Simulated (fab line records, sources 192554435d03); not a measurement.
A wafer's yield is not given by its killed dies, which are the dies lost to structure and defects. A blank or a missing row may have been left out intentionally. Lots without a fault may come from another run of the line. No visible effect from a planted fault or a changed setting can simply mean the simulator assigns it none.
Lot-split experiment | flow n5_finfet | 7 lots, 39 wafers read, on a route of 1938 steps

== SPLIT DETAILS ==
At N5_ZERO_LAYER_DEVELOP_10 (develop time 60 s), the setting develop_time_s was moved away from the recipe's 60 s on 12 of the 39 wafers read, by -44.5% to +54.5%. All remaining wafers had this setting at the recipe value.

== FROM THE SPLIT ON TO THE READING: in between, the file shows 1 step ==
- N5_ZERO_LAYER_HARDBAKE_23: time 120 s

== THE READING ==
Shown in nm: cd_nm at N5_ZERO_LAYER_CD_MEAS_11, with target cd 2000 nm. On this fab line, fault-free wafers typically give 1999.9 nm with a standard deviation of 1.7 nm.

wafer  | tool, chamber at the split | develop_time_s as run, s | against the recipe | cd_nm, nm | against lot-mates on the recipe
L082.1 | litho_track-03, 0          | 60                       | recipe             | 1998.2    | -
L082.2 | litho_track-03, 0          | 60                       | recipe             | 1998.8    | -
L082.3 | litho_track-03, 0          | 60                       | recipe             | 1999.4    | -
L082.4 | litho_track-03, 0          | 60                       | recipe             | 1996.7    | -
L082.5 | litho_track-03, 0          | 60                       | recipe             | 1999.0    | -
L082.6 | litho_track-03, 0          | 60                       | recipe             | 1996.9    | -
L084.1 | litho_track-01, 0          | 33.32                    | -44.5%             | 1985.5    | -13.3
L084.2 | litho_track-01, 0          | 33.32                    | -44.5%             | 1985.8    | -13.0
L084.3 | litho_track-01, 0          | 60                       | recipe             | 1998.0    | -
L084.4 | litho_track-01, 0          | 60                       | recipe             | 2000.1    | -
L084.5 | litho_track-01, 0          | 33.32                    | -44.5%             | 1987.1    | -11.7
L084.6 | litho_track-01, 0          | 60                       | recipe             | 1998.4    | -
L086.1 | litho_track-05, 0          | 88.33                    | +47.2%             | 2011.4    | +9.6
L086.2 | litho_track-05, 0          | 88.33                    | +47.2%             | 2011.2    | +9.4
L086.3 | litho_track-05, 0          | 88.33                    | +47.2%             | 2010.5    | +8.7
L086.4 | litho_track-05, 0          | 60                       | recipe             | 2002.0    | -
L086.5 | litho_track-05, 0          | 60                       | recipe             | 2002.2    | -
L086.6 | litho_track-05, 0          | 60                       | recipe             | 2001.3    | -
L087.1 | litho_track-05, 0          | 60                       | recipe             | 2000.4    | -
L087.2 | litho_track-05, 0          | 33.4                     | -44.3%             | 1986.6    | -13.0
L087.3 | litho_track-05, 0          | 33.4                     | -44.3%             | 1987.9    | -11.7
L087.4 | litho_track-05, 0          | 33.4                     | -44.3%             | 1987.8    | -11.8
L087.5 | litho_track-05, 0          | 60                       | recipe             | 2000.4    | -
L087.6 | litho_track-05, 0          | 60                       | recipe             | 1998.1    | -
L091.1 | litho_track-05, 0          | 60                       | recipe             | 1999.2    | -
L091.2 | litho_track-05, 0          | 60                       | recipe             | 1999.7    | -
L091.3 | litho_track-05, 0          | 60                       | recipe             | 1998.0    | -
L091.4 | litho_track-05, 0          | 60                       | recipe             | 2000.0    | -
L091.5 | litho_track-05, 0          | 60                       | recipe             | 1997.1    | -
L091.6 | litho_track-05, 0          | 60                       | recipe             | 1998.5    | -
L093.1 | litho_track-01, 0          | 60                       | recipe             | 1997.3    | -
L093.2 | litho_track-01, 0          | 92.72                    | +54.5%             | 2008.9    | +11.4
L093.3 | litho_track-01, 0          | 60                       | recipe             | 1998.2    | -
L093.4 | litho_track-01, 0          | 92.72                    | +54.5%             | 2005.4    | +7.9
L093.5 | litho_track-01, 0          | 92.72                    | +54.5%             | 2007.1    | +9.6
L093.6 | litho_track-01, 0          | 60                       | recipe             | 1997.0    | -
L094.3 | litho_track-05, 0          | 60                       | recipe             | 1997.5    | -
L094.5 | litho_track-05, 0          | 60                       | recipe             | 1999.5    | -
L094.6 | litho_track-05, 0          | 60                       | recipe             | 1999.4    | -

THE FIT
A straight line over all 39 wafers: cd_nm changes by +0.23 nm for each +1% of develop_time_s; r = +0.95; the points scatter about the line by 2 nm.
The same after taking each lot's own level away (the mean of its wafers on the recipe; 39 wafers): +0.227 nm for each +1%; r = +0.97; scatter 1.4 nm.
That fit puts the effect of the largest move of develop_time_s on the reading at 12 nm.
Across the lots, their own levels run from 1997.50 to 2001.83 nm, a range of 2.5 times the standard deviation given above.
The two slopes agree, so the slope changes little with the lot-to-lot level.
Check: +11.7 nm against its lot-mates is what the line predicts for one of the wafers moved furthest among these (+54.5%) when that wafer is left out of the fit. Against them it came out at +11.4 nm.

== THE WHOLE CHAIN: every reading that the file lists as answering this split, in the file's order ==
step                     | what it does             | reading                                                           | change (the file's fit)               | r (the file's)
N5_ZERO_LAYER_CD_MEAS_11 | target cd 2000 nm        | cd_nm                                                             | +0.225 nm for each +1% of the setting | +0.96
N5_ZERO_LAYER_DESCUM_16  | chemistry O2, time 7.9 s | ZERO_LAYER.cd_nm (the simulator's own value, which no gauge read) | +0.223 nm for each +1% of the setting | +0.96

== FILE'S OWN FIT ==
cd_nm changes by +0.225 nm for each +1% of develop_time_s, r = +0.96.
